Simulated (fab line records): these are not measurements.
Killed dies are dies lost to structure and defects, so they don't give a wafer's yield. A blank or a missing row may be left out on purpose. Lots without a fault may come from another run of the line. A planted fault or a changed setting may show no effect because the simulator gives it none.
Which of the tools did it? + flow n5-finfet + 8 lots with 23 wafers sampled at 2 steps, on a route of 1938 steps

WHAT THE GAUGES READ, wafer by wafer
N5_DUMMY_GATE_CD_MEAS_50 targets a cd of 14 nm.
| lot  | measured    | on        | cd-nm (nm)     |
|------|-------------|-----------|----------------|
| L470 | day 3 05:03 | cd-sem-01 | 14.6 14.0 13.4 |
| L473 | day 4 00:13 | cd-sem-02 | 14.0 14.3      |
| L476 | day 4 16:23 | cd-sem-01 | 13.9 14.6 13.9 |
| L477 | day 5 02:17 | cd-sem-01 | 13.1 14.1 14.9 |
| L481 | day 5 23:16 | cd-sem-01 | 14.3 15.1 14.5 |
| L483 | day 6 10:54 | cd-sem-02 | 7.3 8.4 14.0   |
| L485 | day 6 22:14 | cd-sem-02 | 13.3 14.0 14.5 |
| L486 | day 7 06:47 | cd-sem-02 | 8.5 7.7 13.5   |

TOOL THAT RAN EACH LOT (tool first, then ch and the chambers of the sampled wafers, then the start)
| lot  | N5_DUMMY_GATE_TRIM_49           |
|------|---------------------------------|
| L470 | rie-si-04 ch 2,3, day 3 04:53   |
| L473 | rie-si-04 ch 0, day 4 00:04     |
| L476 | rie-si-02 ch 0,1,2, day 4 16:14 |
| L477 | rie-si-01 ch 0,1,2, day 5 02:08 |
| L481 | rie-si-02 ch 0,2,3, day 5 23:07 |
| L483 | rie-si-02 ch 0,1, day 6 10:45   |
| L485 | rie-si-04 ch 2,3, day 6 22:05   |
| L486 | rie-si-02 ch 0,1,2, day 7 06:32 |
- N5_DUMMY_GATE_TRIM_49: chemistry O2, time 29 s, target cd 14 nm.

THE ANSWER, worked out from the rows above alone
Rule: what is usual is taken from the lots themselves. Put in order of their means at a reading, lots are off if they are a third of the lots or fewer, leave a main group of 4 or more, and stand apart from it by a gap of 3 or more times the standard deviation of the main group's means; of several such gaps the widest counts. If all means in a main group match to the digits the tables above print for the reading, that group is not used. A lot without any number at a reading at which 4 lots or more have one is off too. Where the step has rows for the other lots, those lots are counted as sound.
Off at N5_DUMMY_GATE_CD_MEAS_50 (cd-nm): L483, L486. The main group: mean 14.1 nm, standard deviation 0.23.
If a tool, at a process step before that reading, ran all the lots that are off and no sound lot after the first of them, it fits. The gauges at N5_DUMMY_GATE_CD_MEAS_50 are tried like those tools. One fits: rie-si-02 at N5_DUMMY_GATE_TRIM_49. A fault onset in the window from L481 (day 5 23:07, its last sound lot) to L483 (day 6 10:45, its first lot off) fits.

WHAT HAD BEEN PUT IN BY THE SIMULATOR
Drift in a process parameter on rie-si-02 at N5_DUMMY_GATE_TRIM_49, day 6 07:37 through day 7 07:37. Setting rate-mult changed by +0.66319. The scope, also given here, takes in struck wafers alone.
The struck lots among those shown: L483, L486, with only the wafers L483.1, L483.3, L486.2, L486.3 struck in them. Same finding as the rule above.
